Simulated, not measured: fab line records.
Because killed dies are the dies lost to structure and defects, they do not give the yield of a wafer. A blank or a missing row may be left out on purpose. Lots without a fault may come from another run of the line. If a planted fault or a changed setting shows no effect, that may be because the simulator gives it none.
Code-filled problem report in 8D (eight disciplines) form :: flow n5 finfet :: the parts of the form that need people (team, actions taken, sign-off) are left out

1. WHAT WENT WRONG
head pressure psi at N5_BEOL_M15_CMP_49 reads a mean of 1.815 psi on 6 wafers of 2 lots; wafers without a fault read 2.000 psi with a standard deviation of 0.004. Measured from the usual mean, that is -46 standard deviations.
The step: polishes, stops on SiO2, t overpolish 4.9 s, target thk 850 nm.
Earliest sighting: wafer L976.2 on cmp-04 at day 14 01:39. The record holds 30 wafers of 10 lots with a number at this step. By rule, "out" or "out of limits" means more than 4 standard deviations away from the usual mean. All remaining wafers that have a number are taken as sound.

2. WHAT IT IS, WHAT IT ISN'T
question: which readings at this step
is: head pressure psi
is not: clearing platen rpm, motor current A

question: which lots
is: L976, L980
is not: L971, L972, L973, L978, L979, L989, L990, L993

question: which wafers of those lots
is: all that have a number
is not: -

question: read on which tools
is: cmp-04
is not: cmp-01

question: when
is: from day 14 01:39
is not: up to then (12 sound wafers); but 12 sound wafers of L979, L989, L990, L993 came after

3. WHAT RULES OUT EACH SUSPECT
Counting: a tool at any process step up to the reading remains a suspect when it ran all the lots that are out and ran no sound lot after the first of those.
- rie diel-06 at N5_BEOL_M15_STRIP_62 (strips in O2): kept. All lots that are out passed through it, beginning with L976 at day 14 00:47, and no sound lot followed; its final sound lot before that point was L973 at day 12 15:05. N5_BEOL_M15_STRIP_62 gives no start for some lots, so the hours and the order of its lots are those of N5_BEOL_M15_PRE_CLEAN_42.
- rie diel-06 at N5_BEOL_M15_STRIP_37 (strips in O2): kept. All lots that are out passed through it, beginning with L976 at day 14 00:47, and no sound lot followed; its final sound lot before that point was L973 at day 12 15:05. N5_BEOL_M15_STRIP_37 gives no start for some lots, so the hours and the order of its lots are those of N5_BEOL_M15_PRE_CLEAN_42.
- pvd sputter-03 at N5_BEOL_M15_PRE_CLEAN_42 (time 30 s): ruled out as a lasting fault. After its first lot that is out, L976 (day 14 00:47), sound lots L979, L990 ran on it.
- cmp-04 at N5_BEOL_M15_CMP_49 (polishes, stops on SiO2, t overpolish 4.9 s, target thk 850 nm): kept. All lots that are out passed through it, beginning with L976 at day 14 01:39, and no sound lot followed; its final sound lot before that point was L978 at day 13 15:34. On those wafers its own readings are out: head pressure psi.
The count leaves rie diel-06 at N5_BEOL_M15_STRIP_62, rie diel-06 at N5_BEOL_M15_STRIP_37, and cmp-04 at N5_BEOL_M15_CMP_49.

4. THE CAUSE (what the simulator had put in)
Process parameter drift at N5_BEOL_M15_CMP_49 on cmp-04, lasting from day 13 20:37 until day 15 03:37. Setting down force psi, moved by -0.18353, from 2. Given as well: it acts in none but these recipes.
Counting left 3 suspects, and this tool is among them.

5. THE CHAIN OF EFFECTS, in route order
Each row: a reading whose mean over the struck wafers that have a number lies more than 3 standard deviations from the usual. Only readings whose record carries a usual standard deviation are examined. hours: median over the lots of the time between each lot's start at the first step of this table that gives one and its start at this step. sigmas: the change, counted in usual standard deviations.
hours: 0
step: N5_BEOL_M15_CMP_49
reading: barrier field endpoint s
usual: 11.41 s
on struck wafers: 12.79
change: +1.38
sigmas: +5.3

hours: 0
step: N5_BEOL_M15_CMP_49
reading: head pressure psi
usual: 2.000 psi
on struck wafers: 1.815
change: -0.185
sigmas: -46
Process steps it contains:
- N5_BEOL_M15_CMP_49: polishes, stops on SiO2, t overpolish 4.9 s, target thk 850 nm.

6. WHAT WOULD HAVE CAUGHT IT SOONER
In this record no reading fell out of limits until day 14 01:39, 5 hours after the fault had begun at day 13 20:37.
